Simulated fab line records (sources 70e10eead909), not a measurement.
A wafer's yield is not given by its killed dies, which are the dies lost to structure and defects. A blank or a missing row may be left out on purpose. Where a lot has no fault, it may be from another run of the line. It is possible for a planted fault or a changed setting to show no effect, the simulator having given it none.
fab line records    flow nandHarc
record lots=24  wafers=72  lastDay=25
route steps=1159 shown A_CONTACT@898 A_BLC@977
lots that met no fault: from a run of the same line without faults
startH: the number of hours between the record's first day and the start of the first shown wafer of the lot    waitH: how many hours have passed since the lot's step before this one    " same as the row above    L1.1+2: a row that stands for several wafers    - either no value or no given start    * or withheld: withheld    < > ~ a bound
route shown NAME@n: names a module that has steps shown in the file, with the first one's number in the route    usual: average and standard deviation across the fault-free wafers    same: alike in all rows    chamber/n: place in a boat    sites: the reading at each site    _std_site: the standard deviation of these    _edge_site: inner sites' mean taken away from outer sites' mean    radiusMm: how far each site lies from the wafer's centre    mask NAME#n: copy n    behind: the most recent tool/chamber to have shaped the wafer    hold: why the lot was held/for how many hours/how that ended    device: transistor that didn't switch, given as n, p or np    end of line: at the end of the route, the tests of the same wafers    a step given without rows: its recipe and nothing more    killed: count of dies lost to structure and defects at first sort (not the wafer's yield)    map: a wafer's dies, x killed, . not, _ none there
set.NAME: setting as actually run; set.NAME@STEP: the setting as run at that earlier step    model.NAME: the simulator's own value behind a step, which no gauge read
steps of the route over a sample of lots; a table a step, a row a wafer
services: when a tool's chamber went out of use (startH, in hours from the record's first day, below 0 if earlier), for how many hours, and the reason
## steps
# step NHARC_A_CONTACT_INSPECT_71
# usual rawDefectCount=27/14
lot.wafer  tool              chamber  startH  waitH  rawDefectCount
L074.1     defectInspect-02  -        370.53  0.0    10
L074.4     "                 -        "       "      8
L074.5     "                 -        "       "      10
L077.3     defectInspect-01  -        381.56  0.0    10
L077.4     "                 -        "       "      6
L077.6     "                 -        "       "      17
L076.1     defectInspect-01  -        381.72  0.0    22
L076.2     "                 -        "       "      19
L076.6     "                 -        "       "      19
L075.2     defectInspect-01  -        386.49  0.0    28
L075.4     "                 -        "       "      46
L075.6     "                 -        "       "      46
L078.3     defectInspect-01  -        386.82  0.0    8
L078.4     "                 -        "       "      7
L078.5     "                 -        "       "      6
L079.2     defectInspect-02  -        396.69  0.0    27
L079.3     "                 -        "       "      42
L079.5     "                 -        "       "      31
L080.1     defectInspect-02  -        397.85  0.0    15
L080.2     "                 -        "       "      9
L080.3     "                 -        "       "      15
L081.1     defectInspect-02  -        414.34  0.0    10
L081.4     "                 -        "       "      14
L081.6     "                 -        "       "      17
L082.2     defectInspect-01  -        423.71  0.0    51
L082.3     "                 -        "       "      32
L082.6     "                 -        "       "      35
L083.2     defectInspect-01  -        426.78  0.0    14
L083.4     "                 -        "       "      9
L083.5     "                 -        "       "      15
L084.1     defectInspect-02  -        429.11  0.0    29
L084.4     "                 -        "       "      26
L084.6     "                 -        "       "      32
L086.1     defectInspect-02  -        448.45  0.0    34
L086.2     "                 -        "       "      40
L086.4     "                 -        "       "      36
L087.1     defectInspect-02  -        450.21  0.0    33
L087.4     "                 -        "       "      38
L087.5     "                 -        "       "      29
L085.1     defectInspect-01  -        458.17  0.0    17
L085.3     "                 -        "       "      15
L085.6     "                 -        "       "      26
L089.1     defectInspect-02  -        458.59  0.0    32
L089.4     "                 -        "       "      34
L089.5     "                 -        "       "      25
L088.3     defectInspect-01  -        466.38  0.0    22
L088.4     "                 -        "       "      31
L088.5     "                 -        "       "      45
L090.1     defectInspect-02  -        467.95  0.0    19
L090.3     "                 -        "       "      39
L090.6     "                 -        "       "      29
L092.2     defectInspect-02  -        470.93  0.0    12
L092.3     "                 -        "       "      14
L092.6     "                 -        "       "      8
L091.2     defectInspect-02  -        474.26  0.0    33
L091.4     "                 -        "       "      40
L091.6     "                 -        "       "      54
L093.2     defectInspect-02  -        482.31  0.0    53
L093.3     "                 -        "       "      76
L093.4     "                 -        "       "      64
L095.2     defectInspect-01  -        504.87  0.0    32
L095.5     "                 -        "       "      30
L095.6     "                 -        "       "      35
L094.4     defectInspect-01  -        507.58  0.0    13
L094.5     "                 -        "       "      20
L094.6     "                 -        "       "      21
L097.3     defectInspect-02  -        512.79  0.0    41
L097.4     "                 -        "       "      44
L097.6     "                 -        "       "      33
L096.3     defectInspect-01  -        521.13  0.0    36
L096.4     "                 -        "       "      44
L096.5     "                 -        "       "      39
# step NHARC_A_CONTACT_ETCH_130
# recipe sourceW=withheld  pressureMtorr=20  biasV=1200  timeS=155  targetDepthA=9560  arFlowSccm=withheld  c4f8FlowSccm=withheld  o2FlowSccm=withheld  chemistry=C4F8/O2/Ar
# same timeS=155
lot.wafer  tool           chamber  startH  waitH  rfHoursCounterH
L074.1     harCapEtch-01  0        373.13  0.1    60
L074.4     "              1        "       "      -
L074.5     "              1        "       "      -
L077.4     harCapEtch-01  1        383.85  0.1    -
L077.3     "              0        "       "      -
L077.6     "              1        "       "      -
L076.1     harCapEtch-02  0        384.04  0.1    12
L076.2     "              1        "       "      12
L076.6     "              1        "       "      -
L075.2     harCapEtch-03  1        388.62  0.1    82
L075.4     "              1        "       "      -
L075.6     "              1        "       "      -
L078.4     harCapEtch-02  1        390.33  0.1    -
L078.3     "              0        "       "      -
L078.5     "              0        "       "      -
L079.2     harCapEtch-02  0        398.81  0.1    16
L079.3     "              1        "       "      -
L079.5     "              1        "       "      -
L080.2     harCapEtch-01  0        400.23  0.2    66
L080.1     "              1        "       "      66
L080.3     "              1        "       "      -
L081.1     harCapEtch-02  1        416.45  0.1    18
L081.4     "              1        "       "      -
L081.6     "              0        "       "      -
L082.2     harCapEtch-01  0        425.80  0.1    69
L082.3     "              0        "       "      -
L082.6     "              0        "       "      -
L083.2     harCapEtch-03  0        429.43  0.1    88
L083.4     "              0        "       "      -
L083.5     "              1        "       "      -
L084.1     harCapEtch-02  0        431.22  0.1    21
L084.4     "              0        "       "      -
L084.6     "              1        "       "      -
L086.1     harCapEtch-02  0        450.54  0.1    23
L086.2     "              1        "       "      23
L086.4     "              0        "       "      -
L087.1     harCapEtch-01  1        452.30  0.1    72
L087.4     "              1        "       "      -
L087.5     "              1        "       "      -
L085.1     harCapEtch-03  1        461.17  0.1    93
L085.3     "              0        "       "      -
L085.6     "              1        "       "      -
L089.1     harCapEtch-02  0        461.55  0.1    27
L089.4     "              1        "       "      -
L089.5     "              0        "       "      -
L088.3     harCapEtch-03  0        468.52  0.1    -
L088.4     "              1        "       "      -
L088.5     "              0        "       "      -
L090.1     harCapEtch-03  0        470.39  0.1    96
L090.3     "              1        "       "      -
L090.6     "              0        "       "      -
L092.2     harCapEtch-01  1        473.18  0.1    77
L092.3     "              0        "       "      -
L092.6     "              0        "       "      -
L091.2     harCapEtch-02  1        476.40  0.1    30
L091.4     "              0        "       "      -
L091.6     "              1        "       "      -
L093.2     harCapEtch-03  0        484.42  0.1    98
L093.3     "              1        "       "      -
L093.4     "              0        "       "      -
L095.2     harCapEtch-02  1        506.96  0.1    33
L095.5     "              1        "       "      -
L095.6     "              0        "       "      -
L094.4     harCapEtch-03  0        509.74  0.1    -
L094.6     "              1        "       "      -
L094.5     "              0        "       "      -
L097.3     harCapEtch-01  0        514.97  0.1    -
L097.4     "              1        "       "      -
L097.6     "              0        "       "      -
L096.4     harCapEtch-01  1        523.35  0.1    -
L096.3     "              0        "       "      -
L096.5     "              0        "       "      -
# step NHARC_A_CONTACT_CD_MEAS_80
# usual cdNm=189.5/0.83
lot.wafer  tool      chamber  startH  waitH  cdNm
L074.1     cdSem-02  -        374.31  -      189.2
L074.4     "         -        "       "      189.5
L074.5     "         -        "       "      189.4
L077.3     cdSem-03  -        385.02  -      190.6
L077.4     "         -        "       "      190.8
L077.6     "         -        "       "      190.4
L076.1     cdSem-02  -        385.25  -      189.7
L076.2     "         -        "       "      189.9
L076.6     "         -        "       "      190.1
L075.2     cdSem-03  -        389.87  -      189.2
L075.4     "         -        "       "      189.4
L075.6     "         -        "       "      189.1
L078.3     cdSem-03  -        391.49  -      188.3
L078.4     "         -        "       "      188.2
L078.5     "         -        "       "      187.7
L079.2     cdSem-02  -        400.02  -      189.8
L079.3     "         -        "       "      189.6
L079.5     "         -        "       "      190.1
L080.1     cdSem-03  -        401.68  -      190.5
L080.2     "         -        "       "      190.2
L080.3     "         -        "       "      190.3
L081.1     cdSem-02  -        417.66  -      190.0
L081.4     "         -        "       "      190.1
L081.6     "         -        "       "      189.7
L082.2     cdSem-01  -        427.01  -      189.3
L082.3     "         -        "       "      188.9
L082.6     "         -        "       "      189.7
L083.2     cdSem-02  -        430.65  -      189.7
L083.4     "         -        "       "      190.0
L083.5     "         -        "       "      189.9
L084.1     cdSem-03  -        432.43  -      188.5
L084.4     "         -        "       "      187.9
L084.6     "         -        "       "      187.7
L086.1     cdSem-03  -        451.76  -      188.1
L086.2     "         -        "       "      188.4
L086.4     "         -        "       "      188.6
L087.1     cdSem-03  -        453.51  -      189.9
L087.4     "         -        "       "      190.1
L087.5     "         -        "       "      190.1
L085.1     cdSem-03  -        462.44  -      190.3
L085.3     "         -        "       "      190.2
L085.6     "         -        "       "      190.2
L089.1     cdSem-02  -        462.79  -      189.6
L089.4     "         -        "       "      189.8
L089.5     "         -        "       "      189.3
L088.3     cdSem-03  -        469.73  -      190.5
L088.4     "         -        "       "      190.1
L088.5     "         -        "       "      190.5
L090.1     cdSem-02  -        471.75  -      189.5
L090.3     "         -        "       "      189.8
L090.6     "         -        "       "      190.3
L092.2     cdSem-01  -        474.40  -      187.9
L092.3     "         -        "       "      188.6
L092.6     "         -        "       "      188.3
L091.2     cdSem-01  -        477.61  -      189.8
L091.4     "         -        "       "      190.0
L091.6     "         -        "       "      190.5
L093.2     cdSem-01  -        485.61  -      189.0
L093.3     "         -        "       "      188.8
L093.4     "         -        "       "      189.1
L095.2     cdSem-03  -        508.17  -      190.0
L095.5     "         -        "       "      190.4
L095.6     "         -        "       "      189.2
L094.4     cdSem-03  -        510.93  -      188.8
L094.5     "         -        "       "      189.1
L094.6     "         -        "       "      188.3
L097.3     cdSem-02  -        516.25  -      189.8
L097.4     "         -        "       "      189.7
L097.6     "         -        "       "      190.4
L096.3     cdSem-03  -        524.52  -      190.4
L096.4     "         -        "       "      190.3
L096.5     "         -        "       "      190.4
# step NHARC_A_CONTACT_INSPECT_23
# usual rawDefectCount=401/100
lot.wafer  tool              chamber  startH  waitH  rawDefectCount
L074.1     defectInspect-01  -        386.93  0.1    400
L074.4     "                 -        "       "      555
L074.5     "                 -        "       "      259
L077.3     defectInspect-01  -        395.47  0.1    399
L077.4     "                 -        "       "      473
L077.6     "                 -        "       "      628
L076.1     defectInspect-01  -        396.20  0.1    424
L076.2     "                 -        "       "      321
L076.6     "                 -        "       "      368
L075.2     defectInspect-01  -        398.33  0.1    371
L075.4     "                 -        "       "      449
L075.6     "                 -        "       "      375
L078.3     defectInspect-02  -        401.68  0.1    280
L078.4     "                 -        "       "      297
L078.5     "                 -        "       "      262
L079.2     defectInspect-02  -        416.90  0.1    554
L079.3     "                 -        "       "      630
L079.5     "                 -        "       "      595
L080.1     defectInspect-01  -        417.63  0.1    496
L080.2     "                 -        "       "      415
L080.3     "                 -        "       "      410
L081.1     defectInspect-02  -        427.83  0.1    333
L081.4     "                 -        "       "      331
L081.6     "                 -        "       "      316
L082.2     defectInspect-01  -        437.39  0.1    309
L082.3     "                 -        "       "      468
L082.6     "                 -        "       "      442
L083.2     defectInspect-02  -        439.33  0.1    439
L083.4     "                 -        "       "      453
L083.5     "                 -        "       "      324
L084.1     defectInspect-02  -        442.21  0.1    648
L084.4     "                 -        "       "      379
L084.6     "                 -        "       "      526
L086.1     defectInspect-01  -        461.48  0.1    417
L086.2     "                 -        "       "      376
L086.4     "                 -        "       "      424
L087.1     defectInspect-01  -        462.02  0.1    331
L087.4     "                 -        "       "      379
L087.5     "                 -        "       "      485
L085.1     defectInspect-01  -        473.00  0.1    338
L085.3     "                 -        "       "      429
L085.6     "                 -        "       "      639
L089.1     defectInspect-02  -        474.72  0.1    270
L089.4     "                 -        "       "      300
L089.5     "                 -        "       "      337
L088.3     defectInspect-02  -        483.49  0.1    378
L088.4     "                 -        "       "      406
L088.5     "                 -        "       "      562
L090.1     defectInspect-01  -        495.17  0.1    349
L090.3     "                 -        "       "      361
L090.6     "                 -        "       "      331
L092.2     defectInspect-02  -        497.02  0.1    419
L092.3     "                 -        "       "      335
L092.6     "                 -        "       "      381
L091.2     defectInspect-01  -        497.02  0.1    333
L091.4     "                 -        "       "      355
L091.6     "                 -        "       "      565
L093.2     defectInspect-01  -        502.51  0.1    266
L093.3     "                 -        "       "      391
L093.4     "                 -        "       "      406
L095.2     defectInspect-01  -        516.54  0.1    453
L095.5     "                 -        "       "      395
L095.6     "                 -        "       "      502
L094.4     defectInspect-01  -        522.99  0.1    257
L094.5     "                 -        "       "      260
L094.6     "                 -        "       "      411
L097.3     defectInspect-01  -        525.09  0.1    498
L097.4     "                 -        "       "      454
L097.6     "                 -        "       "      314
L096.3     defectInspect-01  -        537.19  0.1    218
L096.4     "                 -        "       "      309
L096.5     "                 -        "       "      425
# step NHARC_A_BLC_DESCUM_15
# recipe timeS=3  o2FlowSccm=200  arFlowSccm=0  biasPowerW=0  chemistry=O2
# usual drypumpMotorCurrentA=5.5/0.52  mfcArSccm=0.005/0.0088  oesProductAu=1.000/0.007  rfVppV=57.7/0.94  showerheadPlenumPTorr=1.91/0.063  throttleValvePct=11.311/0.0094
# same timeS=3
lot.wafer  tool        chamber  startH  waitH  drypumpMotorCurrentA  mfcArSccm  oesProductAu  rfHoursCounterH  rfVppV  showerheadPlenumPTorr  throttleValvePct
L074.1     rieDiel-09  1        387.67  0.1    5.1                   0.006      0.990         13               57.8    1.94                   11.316
L074.4     "           2        "       "      6.5                   0          0.998         -                57.2    1.83                   11.293
L074.5     "           1        "       "      5.1                   0.006      1.007         -                57.6    1.94                   11.314
L077.3     rieDiel-09  3        396.18  0.1    5.4                   0.016      1.002         13               57.5    1.92                   11.313
L077.6     "           2        "       "      6.4                   0          1.004         -                57.5    1.83                   11.314
L077.4     "           3        "       "      5.4                   0.016      1.001         -                58.5    1.92                   11.306
L076.2     rieDiel-01  1        396.93  0.1    5.5                   0          1.012         26               56.2    1.79                   11.336
L076.1     "           3        "       "      5.2                   0.014      0.992         23               58.1    1.99                   11.318
L076.6     "           2        "       "      4.8                   0.037      1.007         -                59.4    1.93                   11.303
L075.2     rieDiel-09  3        398.92  0.1    5.4                   0.016      1.000         14               58.3    1.92                   11.302
L075.6     "           0        "       "      5.1                   0          0.999         -                58.0    2.02                   11.305
L075.4     "           3        "       "      5.4                   0.016      1.001         -                58.2    1.92                   11.316
L078.4     rieDiel-01  0        402.27  0.1    5.8                   0.007      1.000         29               58.9    1.98                   11.311
L078.3     "           1        "       "      5.5                   0          0.996         29               57.5    1.79                   11.308
L078.5     "           3        "       "      5.2                   0.014      1.004         -                56.4    1.99                   11.309
L079.3     rieDiel-09  0        417.47  0.1    5.1                   0          0.994         15               58.1    2.02                   11.304
L079.2     "           3        "       "      5.4                   0.016      0.998         16               58.6    1.92                   11.307
L079.5     "           0        "       "      5.1                   0          0.987         -                57.8    2.02                   11.315
L080.1     rieDiel-09  0        418.32  0.1    5.1                   0          1.002         16               59.0    2.02                   11.307
L080.2     "           1        "       "      5.1                   0.006      0.992         15               56.8    1.94                   11.305
L080.3     "           2        "       "      6.4                   0          1.012         15               55.5    1.83                   11.324
L081.1     rieDiel-06  0        428.41  0.1    5.8                   0          1.011         0                57.8    1.86                   11.309
L081.4     "           2        "       "      5.1                   0          0.995         -                58.7    1.91                   11.318
L081.6     "           0        "       "      5.8                   0          1.000         -                57.9    1.86                   11.312
L082.2     rieDiel-06  0        438.09  0.1    5.8                   0          1.009         1                56.9    1.86                   11.306
L082.3     "           3        "       "      6.0                   0          0.999         0                57.4    1.84                   11.313
L082.6     "           1        "       "      6.1                   0          1.004         -                58.1    1.91                   11.331
L083.4     rieDiel-06  1        440.02  0.1    6.0                   0          1.004         2                57.6    1.91                   11.313
L083.2     "           0        "       "      5.8                   0          1.000         2                58.4    1.86                   11.307
L083.5     "           2        "       "      5.1                   0          0.992         -                58.6    1.91                   11.321
L084.4     rieDiel-09  1        442.91  0.1    5.1                   0.006      0.997         0                56.1    1.94                   11.325
L084.1     "           0        "       "      5.1                   0          0.991         0                57.5    2.02                   11.327
L084.6     "           2        "       "      6.5                   0          1.020         -                59.0    1.83                   11.312
L086.1     rieDiel-09  2        462.18  0.1    6.5                   0          1.002         3                57.5    1.83                   11.311
L086.2     "           3        "       "      5.4                   0.016      1.002         3                57.7    1.92                   11.303
L086.4     "           0        "       "      5.1                   0          1.002         3                58.7    2.02                   11.299
L087.1     rieDiel-06  1        462.59  0.1    6.0                   0          1.002         4                57.6    1.91                   11.311
L087.4     "           2        "       "      5.1                   0          0.993         4                56.1    1.91                   11.326
L087.5     "           2        "       "      5.0                   0          0.995         -                56.2    1.91                   11.299
L085.3     rieDiel-09  3        473.69  0.1    5.4                   0.016      0.992         4                57.5    1.92                   11.305
L085.1     "           1        "       "      5.1                   0.006      0.991         3                58.6    1.94                   11.300
L085.6     "           0        "       "      5.1                   0          0.986         -                57.9    2.02                   11.313
L089.1     rieDiel-09  0        475.29  0.1    5.1                   0          0.987         4                58.9    2.02                   11.315
L089.4     "           1        "       "      5.1                   0.006      1.002         3                57.6    1.94                   11.300
L089.5     "           1        "       "      5.1                   0.006      1.000         -                57.2    1.94                   11.318
L088.3     rieDiel-09  0        484.06  0.1    5.1                   0          1.003         5                58.1    2.02                   11.307
L088.4     "           2        "       "      6.5                   0          1.005         5                56.5    1.83                   11.315
L088.5     "           1        "       "      5.1                   0.006      0.998         -                58.1    1.94                   11.299
L090.1     rieDiel-09  1        495.86  0.1    5.1                   0.006      0.995         5                58.2    1.94                   11.322
L090.3     "           0        "       "      5.1                   0          0.987         6                58.0    2.02                   11.321
L090.6     "           1        "       "      5.1                   0.006      0.993         -                57.4    1.94                   11.323
L092.2     rieDiel-09  0        497.71  0.1    5.1                   0          1.000         6                57.3    2.02                   11.302
L092.3     "           1        "       "      5.1                   0.006      0.990         5                58.6    1.94                   11.297
L092.6     "           1        "       "      5.1                   0.006      0.996         -                57.4    1.94                   11.319
L091.2     rieDiel-06  2        497.88  0.1    5.1                   0          0.990         8                59.3    1.91                   11.302
L091.4     "           3        "       "      6.0                   0          1.010         -                57.0    1.84                   11.313
L091.6     "           2        "       "      5.1                   0          1.002         -                58.9    1.91                   11.311
L093.2     rieDiel-06  0        503.21  0.1    5.8                   0          1.006         8                58.3    1.86                   11.319
L093.3     "           3        "       "      6.0                   0          0.993         7                58.1    1.84                   11.319
L093.4     "           0        "       "      5.8                   0          0.990         -                59.4    1.86                   11.313
L095.2     rieDiel-09  0        517.14  0.1    5.1                   0          0.990         7                58.1    2.02                   11.303
L095.5     "           1        "       "      5.1                   0.006      1.003         -                59.8    1.94                   11.309
L095.6     "           2        "       "      6.4                   0          1.010         -                56.5    1.83                   11.304
L094.4     rieDiel-06  0        523.58  0.1    5.8                   0          1.004         10               56.9    1.86                   11.306
L094.6     "           1        "       "      6.0                   0          0.999         -                58.1    1.91                   11.315
L094.5     "           2        "       "      5.1                   0          0.999         -                59.0    1.91                   11.318
L097.4     rieDiel-06  1        525.65  0.1    6.0                   0          0.991         10               57.9    1.91                   11.300
L097.3     "           2        "       "      5.1                   0          0.990         10               57.7    1.91                   11.319
L097.6     "           2        "       "      5.0                   0          0.987         -                58.5    1.91                   11.319
L096.3     rieDiel-01  2        537.89  0.1    4.8                   0.037      1.002         13               56.3    1.92                   11.322
L096.4     "           0        "       "      5.8                   0.007      0.984         6                58.4    1.97                   11.327
L096.5     "           2        "       "      4.8                   0.037      0.996         -                56.9    1.92                   11.310
# step NHARC_A_BLC_CD_MEAS_19
# usual cdNm=100.0/1.5
lot.wafer  tool      chamber  startH  waitH  cdNm
L074.1     cdSem-01  -        388.73  -      99.7
L074.4     "         -        "       "      101.0
L074.5     "         -        "       "      102.7
L077.3     cdSem-02  -        397.33  -      100.1
L077.4     "         -        "       "      101.6
L077.6     "         -        "       "      98.5
L076.1     cdSem-03  -        397.90  -      99.8
L076.2     "         -        "       "      102.2
L076.6     "         -        "       "      99.6
L075.2     cdSem-03  -        400.04  -      100.8
L075.4     "         -        "       "      101.5
L075.6     "         -        "       "      100.7
L078.3     cdSem-03  -        403.23  -      100.8
L078.4     "         -        "       "      101.4
L078.5     "         -        "       "      100.4
L079.2     cdSem-02  -        418.43  -      100.2
L079.3     "         -        "       "      102.3
L079.5     "         -        "       "      100.4
L080.1     cdSem-02  -        419.29  -      99.9
L080.2     "         -        "       "      101.4
L080.3     "         -        "       "      101.2
L081.1     cdSem-03  -        429.55  -      103.0
L081.4     "         -        "       "      100.9
L081.6     "         -        "       "      100.9
L082.2     cdSem-02  -        439.05  -      100.8
L082.3     "         -        "       "      100.2
L082.6     "         -        "       "      102.0
L083.2     cdSem-02  -        440.98  -      99.0
L083.4     "         -        "       "      100.0
L083.5     "         -        "       "      98.3
L084.1     cdSem-02  -        443.87  -      97.5
L084.4     "         -        "       "      99.9
L084.6     "         -        "       "      100.2
L086.1     cdSem-01  -        463.13  -      99.7
L086.2     "         -        "       "      98.5
L086.4     "         -        "       "      101.4
L087.1     cdSem-02  -        463.56  -      100.5
L087.4     "         -        "       "      98.8
L087.5     "         -        "       "      100.8
L085.1     cdSem-03  -        474.66  -      101.9
L085.3     "         -        "       "      99.2
L085.6     "         -        "       "      101.1
L089.1     cdSem-02  -        476.26  -      97.8
L089.4     "         -        "       "      99.9
L089.5     "         -        "       "      96.9
L088.3     cdSem-02  -        485.03  -      97.5
L088.4     "         -        "       "      100.4
L088.5     "         -        "       "      97.8
L090.1     cdSem-02  -        496.82  -      99.4
L090.3     "         -        "       "      96.8
L090.6     "         -        "       "      100.1
L092.2     cdSem-02  -        498.67  -      98.1
L092.3     "         -        "       "      99.1
L092.6     "         -        "       "      100.6
L091.2     cdSem-03  -        499.02  -      98.4
L091.4     "         -        "       "      101.1
L091.6     "         -        "       "      97.8
L093.2     cdSem-02  -        504.36  -      98.4
L093.3     "         -        "       "      101.5
L093.4     "         -        "       "      98.4
L095.2     cdSem-01  -        518.08  -      101.0
L095.5     "         -        "       "      100.9
L095.6     "         -        "       "      99.9
L094.4     cdSem-03  -        524.56  -      99.1
L094.5     "         -        "       "      99.2
L094.6     "         -        "       "      96.0
L097.3     cdSem-03  -        526.62  -      99.3
L097.4     "         -        "       "      96.9
L097.6     "         -        "       "      97.6
L096.3     cdSem-03  -        538.84  -      99.3
L096.4     "         -        "       "      99.9
L096.5     "         -        "       "      100.4
## services
tool           chamber  startH  hours  kind
rieDiel-09     0        361.10  -      clean
rieDiel-09     1        361.10  -      clean
rieDiel-09     2        361.10  -      clean
rieDiel-09     3        361.10  -      clean
rieDiel-09     0        384.38  3.8    repair
rieDiel-09     1        385.85  -      clean
rieDiel-09     2        385.85  -      clean
rieDiel-09     3        385.85  -      clean
rieDiel-09     1        394.59  9.7    repair
rieDiel-09     0        410.35  -      clean
rieDiel-09     1        410.35  -      clean
rieDiel-09     2        410.35  -      clean
harCapEtch-01  -        416.83  0.6    repair
rieDiel-06     -        418.20  9.0    pm
rieDiel-09     -        431.12  9.0    pm
rieDiel-09     1        453.67  8.4    repair
rieDiel-01     2        474.95  4.9    repair
harCapEtch-03  -        492.53  0.7    repair
rieDiel-01     -        492.57  9.0    pm
rieDiel-06     1        495.80  11.9   repair
rieDiel-01     0        507.52  17.1   repair
rieDiel-06     2        511.32  6.2    repair
rieDiel-09     -        520.22  0.5    repair
rieDiel-01     -        524.65  0.5    repair
## key
fault none
